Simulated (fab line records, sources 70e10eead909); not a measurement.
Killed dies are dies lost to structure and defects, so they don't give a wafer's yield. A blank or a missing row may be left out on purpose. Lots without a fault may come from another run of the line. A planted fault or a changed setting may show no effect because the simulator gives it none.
Chamber matching | flow nand_harc | NHARC_P_CONTACT_DESCUM_17 on rie_diel-04: 4 sister chambers
The step chemistry O2, time 3 s. 14 wafers are shown with their chamber, then 7 later ones without.

WAFERS WITH THEIR CHAMBER
wafer  | chamber | drypump_motor_current_A (A) | rf_vpp_V (V) | oes_product_au (a.u.)
L816.2 | 2       | 5.6                         | 57.6         | 1.018
L816.4 | 3       | 5.5                         | 58.6         | 1.012
L816.5 | 1       | 5.3                         | 57.6         | 1.007
L817.1 | 1       | 5.3                         | 57.7         | 1.017
L817.3 | 3       | 5.6                         | 58.6         | 1.014
L817.4 | 0       | 4.9                         | 56.6         | 1.007
L820.1 | 1       | 5.3                         | 57.8         | 1.002
L820.3 | 2       | 5.6                         | 57.5         | 1.007
L820.4 | 0       | 4.9                         | 56.9         | 0.995
L830.1 | 0       | 4.8                         | 57.3         | 0.992
L830.3 | 1       | 5.3                         | 58.1         | 0.991
L830.6 | 3       | 5.5                         | 58.5         | 0.992
L835.2 | 1       | 5.3                         | 59.7         | 0.981
L835.3 | 0       | 4.8                         | 58.1         | 0.987

SIGNATURES (means of the wafers above)
reading                 | chamber 0 | chamber 1 | chamber 2 | chamber 3 | scatter within a chamber
drypump_motor_current_A | 4.850     | 5.300     | 5.600     | 5.533     | 0.0408
rf_vpp_V                | 57.225    | 58.180    | 57.550    | 58.567    | 0.656
oes_product_au          | 0.99525   | 0.99960   | 1.01250   | 1.00600   | 0.0116
Rule: a wafer's distance from a chamber is the root of the sum, over the readings, of the square of ((its reading less the chamber's mean) divided by the reading's scatter). The wafer belongs to the nearest chamber; if the next one is less than 2 further off, it can't be placed. The scatter: the root of (the sum of the squares of (reading less its chamber's mean) over the shown wafers, divided by (wafers less chambers)).

WAFERS WITHOUT THEIR CHAMBER
wafer  | drypump_motor_current_A (A) | rf_vpp_V (V) | oes_product_au (a.u.)
L835.5 | 5.5                         | 57.5         | 0.986
L836.3 | 5.6                         | 56.9         | 0.998
L836.4 | 5.3                         | 58.4         | 0.984
L836.6 | 5.3                         | 58.5         | 1.000
L837.1 | 5.6                         | 57.2         | 0.981
L837.3 | 4.9                         | 57.5         | 0.994
L837.4 | 5.3                         | 57.3         | 0.996

WHICH CHAMBER EACH WENT THROUGH
wafer  | from the rows above     | in truth
L835.5 | can't be placed: 3 or 2 | 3
L836.3 | can't be placed: 2 or 3 | 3
L836.4 | 1                       | 1
L836.6 | 1                       | 1
L837.1 | can't be placed: 2 or 3 | 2
L837.3 | 0                       | 0
L837.4 | 1                       | 1
Placed correctly: 4 of 7. Can't be placed from these rows: 3 (the true chamber is among the candidates in 3). Placed wrongly: 0.
